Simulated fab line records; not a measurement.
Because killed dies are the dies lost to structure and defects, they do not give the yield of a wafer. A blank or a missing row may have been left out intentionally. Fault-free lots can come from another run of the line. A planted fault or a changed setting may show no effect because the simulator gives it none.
fab line records	flow n5_finfet
[record] lots = 8	wafers = 22	last_day = 17
route steps=1938 shown BEOL_M4@1038 PASSIVATION@1936
lots that met no fault: taken from a fault-free run of the same line
start_h: start of the lot's first displayed wafer, in hours after the record's first day	wait_h: hours since the lot's step before	" the same as in the row above	L1.1+2: several wafers, shown together as one row	- no value, or no start was given	* or withheld: withheld	< > ~ a bound
route shown NAME@n: names a module that has steps shown in the file, with the first one's number in the route	usual: mean/standard deviation taken from wafers without a fault	same: alike in all rows	chamber/n: place in a boat	sites: the reading at each site	_std_site: the values' standard deviation	_edge_site: mean of outer sites minus mean of inner sites	radius_mm: for every site, how far away it sits from the centre of the wafer	mask NAME#n: copy n	behind: the most recent tool/chamber to have shaped the wafer	hold: reason for holding the lot/hours on hold/outcome of the hold	device: transistor that didn't switch, given as n, p or np	end of line: the route-end tests of the same wafers	a step without rows: its recipe alone	killed: the dies lost at the first sort to structure and to defects; this is not the yield of the wafer	map: per-die view of a wafer (x killed, . not killed, _ where there is no die)
set.NAME: the setting that was run; set.NAME@STEP: the one run at that earlier step	model.NAME: the simulator's own value behind a step, which no gauge read
steps of the route over a sample of lots; a table a step, a row a wafer
services: the hour from which a tool's chamber was out of use, counted from the record's first day as start_h (under 0 if before that day), plus the number of hours and why
[[steps]]
[step N5_BEOL_M4_ETCH_74]
[recipe] chemistry = N2/H2	target = underlayer	target_depth_a = 65	mask_material = CAR-EUV	time_s = 5.2	ion_energy_ev = 200	pressure_mtorr = 30	source_w = 840	bias_w = 150	n2_flow_sccm = 200	h2_flow_sccm = 200	ends = cleared
[usual] chamber_pressure_mTorr = 30.00/0.043	drypump_motor_current_A = 5.5/0.37	etch_rf_on_time_s = 5.26/0.18	oes_product_au = 0.68/0.083	rf_fwd_power_W = 819.1/2.9	rf_vpp_V = 523/3.2	showerhead_plenum_p_Torr = 2.53/0.11	throttle_valve_pct = 17.83/0.3
lot.wafer	tool	chamber	start_h	wait_h	chamber_pressure_mTorr	drypump_motor_current_A	etch_rf_on_time_s	oes_product_au	rf_fwd_power_W	rf_hours_counter_h	rf_vpp_V	showerhead_plenum_p_Torr	throttle_valve_pct
L273.2	rie_diel-05	1	162.69	0.0	30.01	5.6	5.56	0.67	816.2	67	522	2.48	17.65
L273.4	"	0	"	"	29.95	4.8	5.19	0.61	821.5	189	521	2.44	18.06
L273.5	"	3	"	"	29.96	5.0	4.96	0.62	815.9	-	527	2.61	17.72
L278.2	rie_diel-05	2	183.99	0.0	30.03	5.7	5.12	0.66	816.7	148	516	2.35	18.39
L278.3	"	0	"	"	29.98	4.9	5.25	0.59	820.9	196	521	2.44	18.10
L278.6	"	2	"	"	30.00	5.7	5.14	0.66	817.7	-	519	2.35	18.39
L284.1	rie_diel-04	1	225.67	0.0	29.92	5.6	5.23	0.83	814.4	6	528	2.73	17.77
L284.4	"	0	"	"	29.98	6.0	5.33	0.74	820.1	-	526	2.59	17.51
L286.1	rie_diel-04	3	243.40	0.0	29.97	5.1	5.03	0.77	818.4	24	526	2.61	17.41
L286.2	"	1	"	"	30.01	5.6	5.32	0.79	821.6	14	528	2.73	17.76
L286.4	"	2	"	"	30.03	5.7	5.46	0.79	818.5	4	524	2.57	17.68
L288.1	rie_diel-01	2	255.14	0.0	30.06	5.4	5.06	0.69	818.8	98	524	2.55	17.66
L288.4	"	0	"	"	30.06	6.0	5.34	0.72	814.5	66	523	2.45	17.59
L288.6	"	1	"	"	29.92	5.2	5.43	0.60	821.5	-	524	2.52	17.96
L291.2	rie_diel-05	1	271.68	0.0	30.01	5.6	5.48	0.64	816.5	106	523	2.46	17.73
L291.6	"	2	"	"	29.96	5.7	5.13	0.65	824.2	-	522	2.34	18.43
L293.1	rie_diel-05	1	276.23	0.0	29.99	5.6	5.51	0.63	819.4	108	522	2.46	17.70
L293.5	"	1	"	"	30.02	5.6	5.58	0.63	820.4	-	522	2.46	17.69
L293.6	"	0	"	"	29.98	4.9	5.20	0.57	818.7	-	518	2.43	18.15
L295.2	rie_diel-04	3	297.12	0.0	30.00	5.1	4.93	0.74	812.8	46	525	2.60	17.45
L295.4	"	0	"	"	30.03	6.1	5.35	0.70	819.5	55	526	2.58	17.55
L295.6	"	1	"	"	30.01	5.6	5.35	0.77	817.3	-	528	2.72	17.77
[step N5_BEOL_M4_ETCH_69]
[recipe] chemistry = CF4	target = SiARC	target_depth_a = 156	mask_material = CAR-EUV	time_s = 26	ion_energy_ev = 80	pressure_mtorr = 40	source_w = 545	bias_w = 36	Ar_flow_sccm = 100	cf4_flow_sccm = 100	ends = cleared
[usual] chamber_pressure_mTorr = 40.00/0.035	drypump_motor_current_A = 5.6/0.36	etch_rf_on_time_s = 26.5/0.85	mfc_ar_sccm = 100.0/0.3	oes_product_au = 0.67/0.073	rf_fwd_power_W = 532.8/2.7	rf_vpp_V = 184.1/1.1	showerhead_plenum_p_Torr = 2.13/0.066	throttle_valve_pct = 15.59/0.23
lot.wafer	tool	chamber	start_h	wait_h	chamber_pressure_mTorr	drypump_motor_current_A	etch_rf_on_time_s	mfc_ar_sccm	oes_product_au	rf_fwd_power_W	rf_hours_counter_h	rf_vpp_V	showerhead_plenum_p_Torr	throttle_valve_pct
L273.2	rie_diel-01	0	163.71	0.0	40.00	6.0	27.0	99.8	0.77	534.3	32	183.2	2.10	15.37
L273.4	"	1	"	"	40.02	5.2	26.8	99.9	0.63	531.7	145	184.5	2.13	15.66
L273.5	"	3	"	"	40.04	5.9	26.8	99.5	0.60	533.7	-	185.5	2.20	15.71
L278.2	rie_diel-01	0	185.34	0.0	40.04	6.0	26.6	100.4	0.77	533.1	40	182.8	2.10	15.39
L278.3	"	1	"	"	40.00	5.2	26.5	99.9	0.63	533.1	154	183.8	2.13	15.66
L278.6	"	1	"	"	39.98	5.2	26.5	99.9	0.63	532.4	-	184.3	2.13	15.68
L284.1	rie_diel-01	0	226.77	0.0	39.96	6.0	36.9	99.7	0.63	539.2	57	184.5	2.10	15.42
L284.4	"	1	"	"	40.04	5.2	26.8	100.0	0.62	530.3	171	183.8	2.12	15.72
L286.1	rie_diel-01	2	244.36	0.0	39.96	5.4	35.6	100.1	0.59	537.0	95	184.7	2.16	15.50
L286.2	"	0	"	"	40.03	6.0	27.2	100.8	0.73	534.5	63	183.9	2.09	15.43
L286.4	"	3	"	"	39.99	5.9	27.2	99.6	0.58	531.0	222	183.9	2.19	15.76
L288.1	rie_diel-01	2	256.03	0.0	39.95	5.4	35.4	100.4	0.58	535.4	99	184.4	2.16	15.50
L288.4	"	1	"	"	40.01	5.2	27.3	99.8	0.60	530.6	181	184.4	2.12	15.74
L288.6	"	2	"	"	40.04	5.4	35.5	100.4	0.58	536.9	-	183.8	2.16	15.49
L291.2	rie_diel-05	1	272.59	0.0	39.97	5.6	28.0	99.9	0.64	531.6	106	182.0	2.07	15.43
L291.6	"	0	"	"	40.00	4.9	25.4	100.1	0.59	529.7	-	183.1	2.04	15.91
L293.1	rie_diel-04	3	277.69	0.0	39.99	5.0	24.8	100.0	0.75	532.1	40	185.2	2.17	15.06
L293.5	"	0	"	"	40.02	6.0	26.8	100.7	0.71	534.4	-	185.1	2.17	15.35
L293.6	"	1	"	"	40.00	5.6	26.9	99.9	0.76	531.5	-	186.7	2.26	15.36
L295.2	rie_diel-05	0	298.52	0.0	39.98	4.9	25.4	99.7	0.58	531.5	235	182.5	2.04	15.93
L295.4	"	0	"	"	39.96	4.8	25.5	99.8	0.59	532.4	-	183.2	2.04	15.92
L295.6	"	2	"	"	40.00	5.7	25.7	100.3	0.64	531.2	-	181.1	1.97	16.05
[step N5_BEOL_M4_ALD_98]
[recipe] material = SiO2	target_thk_a = 25	temp_c = 100	ald_precursor_family = BDEAS	ald_co_reactant = O2-plasma	pulse_time_s = 1	co_reactant_pulse_time_s = 1	purge_time_s = 2	co_reactant_purge_time_s = 2	ald_cycles = 17	pressure_torr = 2
[usual] heater_power_w = 81/7.8	precursor_pulse_height_rel = 1.004/0.021	susceptor_temp_C = 100.03/0.14
lot.wafer	tool	chamber	start_h	wait_h	heater_power_w	precursor_pulse_height_rel	susceptor_temp_C
L273.2	ald_sin-01	3	163.80	0.1	77	0.992	100.15
L273.4	"	2	"	"	71	1.017	99.82
L273.5	"	1	"	"	76	1.004	100.13
L278.2	ald_sin-02	0	185.57	0.2	80	0.969	99.93
L278.3	"	3	"	"	75	0.977	100.13
L278.6	"	3	"	"	76	1.020	99.97
L284.1	ald_sin-04	2	227.00	0.2	80	0.984	99.75
L284.4	"	3	"	"	86	1.033	100.02
L286.1	ald_sin-02	1	244.44	0.1	70	0.989	100.19
L286.2	"	2	"	"	82	1.005	99.86
L286.4	"	0	"	"	81	1.007	100.15
L288.1	ald_sin-02	1	256.11	0.1	71	1.021	99.92
L288.4	"	2	"	"	83	1.008	99.99
L288.6	"	3	"	"	78	0.985	100.13
L291.2	ald_sin-02	2	272.97	0.4	83	1.004	100.11
L291.6	"	2	"	"	83	0.980	99.78
L293.1	ald_sin-04	3	277.77	0.1	87	1.016	99.93
L293.5	"	1	"	"	77	0.968	100.19
L293.6	"	2	"	"	80	1.032	100.07
L295.2	ald_sin-02	3	298.68	0.1	77	0.989	100.01
L295.4	"	1	"	"	70	0.990	100.05
L295.6	"	1	"	"	70	1.001	100.25
[step N5_BEOL_M4_TRENCH_ETCH_37]
[recipe] chemistry = C4F6/O2	target_depth_a = 555.55	target = SiOC	time_s = 29.2	ion_energy_ev = 250	pressure_mtorr = 30	source_w = 355	bias_w = 185	Ar_flow_sccm = 300	C4F6_flow_sccm = 10	O2_flow_sccm = 10
[usual] chamber_pressure_mTorr = 29.997/0.026	drypump_motor_current_A = 5.6/0.37	mfc_ar_sccm = 300.1/0.82	oes_product_au = 0.79/0.086	rf_fwd_power_W = 350.4/1.6	rf_vpp_V = 681/26	showerhead_plenum_p_Torr = 2.84/0.11	throttle_valve_pct = 20.87/0.24
lot.wafer	tool	chamber	start_h	wait_h	chamber_pressure_mTorr	drypump_motor_current_A	mfc_ar_sccm	oes_product_au	rf_fwd_power_W	rf_hours_counter_h	rf_vpp_V	showerhead_plenum_p_Torr	throttle_valve_pct
L273.2	rie_diel-04	0	-	-	30.011	6.0	300.7	0.96	348.6	4	682	2.95	20.77
L273.4	"	0	"	"	30.018	6.1	299.4	0.94	350.3	-	684	2.95	20.79
L273.5	"	1	"	"	29.985	5.6	301.3	0.69	350.7	-	654	2.72	21.07
L278.2	rie_diel-01	0	-	-	29.994	6.0	301.0	0.90	353.5	42	719	2.78	20.60
L278.3	"	1	"	"	30.013	5.2	302.0	0.74	349.2	155	656	2.83	20.94
L278.6	"	3	"	"	29.976	5.9	299.1	0.70	347.5	-	715	2.93	20.95
L284.1	rie_diel-01	2	-	-	29.982	5.4	301.2	0.82	352.8	92	702	2.88	20.82
L284.4	"	3	"	"	29.973	5.9	299.2	0.70	347.7	219	714	2.93	20.97
L286.1	rie_diel-05	1	-	-	30.002	5.6	298.5	0.76	348.8	94	666	2.77	20.72
L286.2	"	3	"	"	30.035	5.0	301.5	0.69	351.2	242	652	2.89	20.80
L286.4	"	3	"	"	30.037	5.0	301.1	0.68	349.5	-	652	2.89	20.79
L288.1	rie_diel-01	0	-	-	30.013	6.0	300.6	0.86	351.4	68	718	2.77	20.63
L288.4	"	2	"	"	29.942	5.4	298.8	0.81	352.3	100	700	2.87	20.82
L288.6	"	3	"	"	29.971	5.9	300.5	0.69	349.3	-	714	2.92	20.98
L291.2	rie_diel-04	1	-	-	29.998	5.6	300.5	0.91	350.0	29	665	3.04	20.83
L291.6	"	2	"	"	30.016	5.7	300.3	0.89	351.5	-	705	2.93	21.11
L293.1	rie_diel-01	1	-	-	29.996	5.2	300.3	0.71	349.8	186	655	2.82	20.97
L293.5	"	2	"	"	29.989	5.4	299.6	0.81	352.5	-	701	2.87	20.80
L293.6	"	3	"	"	30.064	5.9	300.1	0.69	348.7	-	714	2.92	20.99
L295.2	rie_diel-05	1	-	-	29.992	5.6	299.2	0.74	351.5	120	663	2.76	20.76
L295.4	"	0	"	"	30.034	4.9	299.3	0.68	348.7	-	649	2.67	20.93
L295.6	"	2	"	"	29.970	5.7	300.1	0.73	350.5	-	653	2.61	21.33
[step N5_BEOL_M4_RC_MEAS_101]
[usual] DIBL_N = 36.1/2	DIBL_P = 36.3/2.4	IOFF_N = 0.15/0.035	IOFF_P = 0.21/0.039	ION_N = 672/15	ION_P = 463/9.7	SS_N = 71.5/0.7	SS_P = 73.2/0.75	VT_N = 251/3.6	VT_P = -250/3.8
lot.wafer	tool	chamber	start_h	wait_h	DIBL_N[mV/V]	DIBL_P[mV/V]	IOFF_N[nA/um]	IOFF_P[nA/um]	ION_N[uA/um]	ION_P[uA/um]	SS_N[mV/dec]	SS_P[mV/dec]	VT_N[mV]	VT_P[mV]
L273.2	prober-01	0	174.42	0.2	33.8	33.2	0.12	0.18	676	466	70.3	72.8	255	-252
L273.4	"	0	"	"	35.8	36.5	0.14	0.22	670	468	71.2	73.4	252	-247
L273.5	"	0	"	"	36.9	37.2	0.15	0.24	669	466	71.5	73.8	253	-248
L278.2	prober-02	0	195.51	0.2	37.0	38.5	0.18	0.27	695	480	71.8	74.5	247	-246
L278.3	"	0	"	"	34.6	35.6	0.13	0.20	671	468	71.5	73.2	254	-248
L278.6	"	0	"	"	35.8	36.7	0.16	0.23	691	478	70.7	74.0	248	-247
L284.1	prober-02	0	239.84	0.0	37.0	37.7	0.18	0.24	682	470	72.2	73.9	246	-246
L284.4	"	0	"	"	35.4	35.9	0.15	0.23	683	471	72.4	73.6	248	-249
L286.1	prober-01	0	252.42	0.0	36.8	38.0	0.18	0.25	691	474	71.4	74.8	247	-247
L286.2	"	0	"	"	37.1	37.9	0.18	0.26	684	473	71.4	73.8	249	-247
L286.4	"	0	"	"	34.5	34.3	0.13	0.20	663	459	70.8	73.7	249	-251
L288.1	prober-01	0	263.92	0.0	35.3	35.0	0.14	0.22	673	471	71.3	72.7	249	-248
L288.4	"	0	"	"	39.3	39.7	0.23	0.30	675	467	72.1	73.5	247	-242
L288.6	"	0	"	"	34.5	34.1	0.14	0.21	684	477	70.8	72.3	248	-248
L291.2	prober-02	0	284.55	0.2	40.0	41.2	0.21	0.27	683	461	72.2	74.7	249	-249
L291.6	"	0	"	"	42.3	42.9	0.26	0.31	692	468	73.1	75.0	243	-245
L293.1	prober-02	0	287.61	0.0	36.1	38.5	0.17	0.24	673	474	71.7	74.1	250	-250
L293.5	"	0	"	"	34.5	35.5	0.14	0.20	666	462	72.0	73.4	250	-251
L293.6	"	0	"	"	33.7	33.6	0.12	0.17	662	456	71.0	72.7	252	-255
L295.2	prober-01	0	311.10	0.2	36.3	35.1	0.13	0.21	647	451	71.1	72.2	254	-247
L295.4	"	0	"	"	39.6	39.1	0.19	0.27	680	464	72.3	73.1	246	-248
L295.6	"	0	"	"	36.0	34.1	0.12	0.19	656	458	71.3	72.6	256	-253
[step N5_PASSIVATION_PROBE_49]
[usual] defect_limited_yield = 91.1/1.6	killed_at_M0_to_M3 = 35/11	killed_at_M4_up = 13/5.4	killed_at_contacts = 13/6.5	killed_at_front_end = 40/14	killed_at_other = 4/3.1	killed_dies = 105/18	killed_open = 69/14	killed_short = 34/7.3	sort_bin_5_function = 5.2/0.96	sort_bin_6_memory = 3.4/0.77	sort_bin_8_speed = 0.02/0.13	sort_n_pass = 1075/19	sort_yield_pct = 91.1/1.6
[same] gross_dies = 1180	killed_at_back_side = 0	sort_bin_4_leakage[%] = 0
lot.wafer	tool	chamber	start_h	wait_h	defect_limited_yield[%]	killed_at_M0_to_M3	killed_at_M4_up	killed_at_contacts	killed_at_front_end	killed_at_other	killed_dies	killed_open	killed_short	sort_bin_5_function[%]	sort_bin_6_memory[%]	sort_bin_8_speed[%]	sort_n_pass	sort_yield_pct[%]
L284.4	prober-01	-	349.28	0.2	90.2	38	5	9	57	7	116	68	37	5.0	3.4	0.08	1064	90.2
L286.1	prober-02	-	367.88	0.0	91.1	44	15	9	29	8	105	75	26	5.3	3.2	0	1075	91.1
L286.2	prober-02	-	367.93	0.1	87.9	46	20	11	61	5	143	99	38	6.7	5.0	0	1037	87.9
L286.4	prober-02	-	368.03	0.2	91.9	45	13	3	30	5	96	63	32	5.2	2.7	0	1084	91.9
L288.1	prober-01	-	369.98	0.0	91.1	43	16	11	33	2	105	70	32	5.3	3.5	0	1075	91.1
L288.4	prober-01	-	370.13	0.2	89.9	52	13	14	34	6	119	75	42	5.9	3.6	0	1061	89.9
L288.6	prober-01	-	370.23	0.3	91.6	42	10	14	32	1	99	63	33	5.0	3.1	0	1081	91.6
L293.1	prober-01	-	398.01	0.0	94.1	16	6	16	22	10	70	48	20	3.2	2.6	0	1110	94.1
L293.5	prober-01	-	398.21	0.2	89.7	52	12	9	46	3	122	90	30	6.9	3.3	0	1058	89.7
L293.6	prober-01	-	398.26	0.3	91.3	22	10	36	33	2	103	71	29	4.7	3.4	0	1077	91.3
// killed by level:class
L284.4 FIN_SAQP:geometric_particle:open=14 BEOL_M2:geometric_particle:open=14 STI_FIN_REVEAL:geometric_particle:open=10 HKMG_FIN:area_etch=10 FIN_SAQP:geometric_particle:short=8 BEOL_M0_SAQP:geometric_particle:short=8 MOL_CONTACT_COAG:geometric_particle:open=6 BEOL_M3:geometric_particle:open=5
L286.1 BEOL_M1:geometric_particle:open=14 BEOL_M0_SAQP:geometric_particle:open=11 BEOL_M2:geometric_particle:open=8 MOL_CONTACT_COAG:geometric_particle:open=7 BEOL_M4:geometric_particle:open=7 STI_FIN_REVEAL:geometric_particle:open=5 BEOL_M0_SAQP:geometric_particle:short=5 DUMMY_GATE:geometric_particle:open=4
L286.2 FIN_SAQP:geometric_particle:open=21 BEOL_M2:geometric_particle:open=14 FIN_SAQP:geometric_particle:short=9 MOL_CONTACT_COAG:geometric_particle:open=9 STI_FIN_REVEAL:geometric_particle:open=8 DUMMY_GATE:geometric_particle:open=8 BEOL_M0_SAQP:geometric_particle:open=8 BEOL_M0_SAQP:geometric_particle:short=7
L286.4 BEOL_M0_SAQP:geometric_particle:open=12 BEOL_M1:geometric_particle:open=11 BEOL_M0_SAQP:geometric_particle:short=8 STI_FIN_REVEAL:geometric_particle:open=7 FIN_SAQP:geometric_particle:open=6 GATE_CUT:geometric_particle:short=6 BEOL_M2:geometric_particle:open=6 BEOL_M4:geometric_particle:open=6
L288.1 BEOL_M0_SAQP:geometric_particle:open=15 BEOL_M1:geometric_particle:open=10 BEOL_M5:geometric_particle:open=8 FIN_SAQP:geometric_particle:short=7 MOL_CONTACT_COAG:geometric_particle:open=7 FIN_SAQP:geometric_particle:open=6 BEOL_M0_SAQP:geometric_particle:short=6 BEOL_M3:geometric_particle:open=6
L288.4 BEOL_M0_SAQP:geometric_particle:open=14 MOL_CONTACT_COAG:geometric_particle:open=12 BEOL_M0_SAQP:geometric_particle:short=12 BEOL_M2:geometric_particle:open=11 FIN_SAQP:geometric_particle:short=10 BEOL_M3:geometric_particle:open=8 FIN_SAQP:geometric_particle:open=6 GATE_CUT:geometric_particle:short=5
L288.6 BEOL_M0_SAQP:geometric_particle:short=12 MOL_CONTACT_COAG:geometric_particle:open=11 BEOL_M0_SAQP:geometric_particle:open=10 STI_FIN_REVEAL:geometric_particle:open=8 BEOL_M1:geometric_particle:open=6 BEOL_M3:geometric_particle:open=5 BEOL_M4:geometric_particle:open=5 FIN_SAQP:geometric_particle:short=4
L293.1 MOL_CONTACT_COAG:geometric_particle:open=15 BEOL_M3:geometric_particle:open=6 PASS1_CAP:geometric_particle:open=6 STARTING-WAFER:geometric_particle:open=5 FIN_SAQP:geometric_particle:short=3 DUMMY_GATE:geometric_particle:open=3 BEOL_M0_SAQP:geometric_particle:short=3 STARTING-WAFER:geometric_particle:short=3
L293.5 BEOL_M3:geometric_particle:open=17 FIN_SAQP:geometric_particle:open=16 BEOL_M2:geometric_particle:open=11 FIN_SAQP:geometric_particle:short=9 BEOL_M0_SAQP:geometric_particle:open=9 MOL_CONTACT_COAG:geometric_particle:open=8 BEOL_M0_SAQP:geometric_particle:short=5 ILD0:geometric_particle:short=4
L293.6 MOL_CONTACT_COAG:geometric_particle:open=29 STI_FIN_REVEAL:geometric_particle:open=7 MOL_CONTACT_COAG:geometric_particle:short=7 BEOL_M2:geometric_particle:open=7 FIN_SAQP:geometric_particle:short=5 BEOL_M0_SAQP:geometric_particle:short=4 BEOL_M0_SAQP:geometric_particle:open=4 STARTING-WAFER:geometric_particle:open=4
[[services]]
tool	chamber	start_h	hours	kind
rie_diel-04	0	146.67	-	clean
rie_diel-04	0	146.67	-	consumable_replace:focus_ring
rie_diel-04	0	146.67	13.9	scheduled_down
rie_diel-04	0	146.67	13.9	vent_cycle
rie_diel-05	0	148.21	4.6	repair
ald_sin-01	3	156.05	4.9	repair
rie_diel-04	3	160.57	-	clean
rie_diel-04	3	160.57	-	consumable_replace:focus_ring
rie_diel-04	3	160.57	28.2	scheduled_down
ald_sin-04	-	176.76	14.0	pm
rie_diel-01	3	195.47	16.5	repair
rie_diel-04	0	199.60	4.3	repair
ald_sin-01	1	201.62	27.1	repair
ald_sin-02	1	226.46	17.7	repair
ald_sin-01	-	236.12	1.2	repair
rie_diel-05	0	245.48	11.8	repair
rie_diel-01	-	259.93	15.6	pm
rie_diel-05	3	266.21	-	clean
rie_diel-05	3	266.21	-	consumable_replace:focus_ring
rie_diel-05	3	266.21	19.3	scheduled_down
rie_diel-05	3	266.21	19.3	vent_cycle
ald_sin-01	-	268.25	14.0	pm
rie_diel-01	1	286.84	1.3	repair
rie_diel-05	3	295.88	15.1	repair
[[key]]
[first_sign] step = N5_BEOL_M4_ETCH_69	reading = etch_rf_on_time_s	direction = up	sigmas = 11	usual = *	struck = *
effect none on later readings
met_at N5_BEOL_M4_ETCH_69
struck_lots L284,L286,L288
struck_wafers L284.1,L286.1,L288.1,L288.6
[baseline_loss] step = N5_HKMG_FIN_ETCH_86	wafers = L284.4
not_acting_at N5_BEOL_M4_ETCH_74,N5_BEOL_M4_ALD_98,N5_BEOL_M4_TRENCH_ETCH_37
onset_between 185.34 226.77
[fault] kind = process_parameter_drift	tool = rie_diel-01	chamber = -	onset_h = 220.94	steps = N5_BEOL_M4_ETCH_69	channel = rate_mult	offset = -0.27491	shape = step	end_h = 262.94	scope = struck_wafers_only
// baseline_loss: these wafers lose ten dies or more at that step, a loss of the line's own and not of a fault; the sort's usual values leave them out
